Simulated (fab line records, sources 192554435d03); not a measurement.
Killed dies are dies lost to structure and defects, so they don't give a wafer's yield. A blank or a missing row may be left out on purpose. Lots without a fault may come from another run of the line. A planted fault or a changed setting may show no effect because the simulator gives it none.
Split-lot experiment | flow n5_finfet | 7 lots, 21 wafers read, on a route of 1938 steps

THE SPLIT
At N5_BEOL_M4_DESCUM_16 (chemistry O2, time 7 s), the setting time_s was moved away from the recipe's 7 s on 5 of the 21 wafers read, by -15.7% to +18.2%. The other wafers ran this setting at the recipe's value.

The reading is taken at the split's own step.

THE READING
CAR-EUV_of_BEOL_M4_COAT_05.thk_nm (the simulator's own value, which no gauge read), in nm, at N5_BEOL_M4_DESCUM_16 (chemistry O2, time 7 s). The file gives no usual value for it. The 16 wafers here that ran the recipe average 26.0 nm, standard deviation 0.078 nm.

wafer  | tool, chamber at the split | time_s as run, s | against the recipe | CAR-EUV_of_BEOL_M4_COAT_05.thk_nm, nm | against lot-mates on the recipe
L076.1 | rie_diel-06, 1             | 7                | recipe             | 26                                    | -
L076.3 | rie_diel-06, 2             | 6.027            | -13.9%             | 26.4                                  | +0.4
L076.5 | rie_diel-06, 3             | 6.027            | -13.9%             | 26.6                                  | +0.6
L077.1 | rie_diel-02, 1,0,3         | 7                | recipe             | 26                                    | -
L077.2 | rie_diel-02, 1,0,3         | 7                | recipe             | 26                                    | -
L077.4 | rie_diel-02, 1,0,3         | 7                | recipe             | 26                                    | -
L081.2 | rie_diel-01, 0,1           | 7                | recipe             | 26                                    | -
L081.3 | rie_diel-01, 0,1           | 7                | recipe             | 26                                    | -
L081.5 | rie_diel-01, 3             | 5.977            | -14.6%             | 26.4                                  | +0.4
L086.4 | rie_diel-02, 0,3           | 7                | recipe             | 26                                    | -
L086.6 | rie_diel-02, 0,3           | 7                | recipe             | 26                                    | -
L086.5 | rie_diel-02, 2             | 7                | recipe             | 26.2                                  | -
L092.1 | rie_diel-02, 0             | 5.904            | -15.7%             | 26.6                                  | +0.4
L092.3 | rie_diel-02, 3             | 7                | recipe             | 26.2                                  | -
L092.6 | rie_diel-02, 3             | 7                | recipe             | 26.2                                  | -
L094.1 | rie_diel-01, 1,0           | 7                | recipe             | 26                                    | -
L094.5 | rie_diel-01, 1,0           | 7                | recipe             | 26                                    | -
L094.6 | rie_diel-01, 3             | 8.273            | +18.2%             | 25.4                                  | -0.6
L096.1 | rie_diel-06, 2,1,0         | 7                | recipe             | 26                                    | -
L096.5 | rie_diel-06, 2,1,0         | 7                | recipe             | 26                                    | -
L096.6 | rie_diel-06, 2,1,0         | 7                | recipe             | 26                                    | -
Where a row lists several chambers, the file gives one row for several wafers and doesn't say which wafer went through which chamber.

THE FIT
A straight line over all 21 wafers: CAR-EUV_of_BEOL_M4_COAT_05.thk_nm changes by -0.033 nm for each +1% of time_s; r = -0.95; the points scatter about the line by 0.084 nm.
The same after taking each lot's own level away (the mean of its wafers on the recipe; 21 wafers): -0.0315 nm for each +1%; r = -0.97; scatter 0.06 nm.
On that fit, the largest move of time_s shifts the reading by 0.57 nm.
The lots' own levels span 26.00 to 26.20 nm, that is 2.6 times the standard deviation above.
So the lot-to-lot level changes the slope little: the two slopes agree.
Check: with one of the wafers moved furthest among these (+18.2%) left out of the fit, the line predicts -0.558 nm for it against its lot-mates. It came out at -0.6 nm against them.

OTHER SPLITS ON THESE WAFERS
These wafers also went through other splits before the reading. Each is held against what the fit with the lots' levels taken away leaves over:
other split on the same wafers    | wafers away from the commonest value | r with CAR-EUV_of_BEOL_M4_COAT_05.thk_nm (lot level and that fit taken away)
N5_BEOL_M0_SAQP_COAT_34 spin_rpm  | 3                                    | +0.02
N5_BEOL_M1_EXPOSE_25 dose_mj      | 7                                    | +0.13
N5_BEOL_M2_ILD_DEP_00 time_s      | 8                                    | +0.03
N5_BEOL_M3_ETCH_41 target_depth_a | 4                                    | +0.07
N5_BEOL_M4_EXPOSE_08 dose_mj      | 7                                    | -0.04

THE FILE'S OWN FIT
CAR-EUV_of_BEOL_M4_COAT_05.thk_nm changes by -0.0305 nm for each +1% of time_s, r = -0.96.
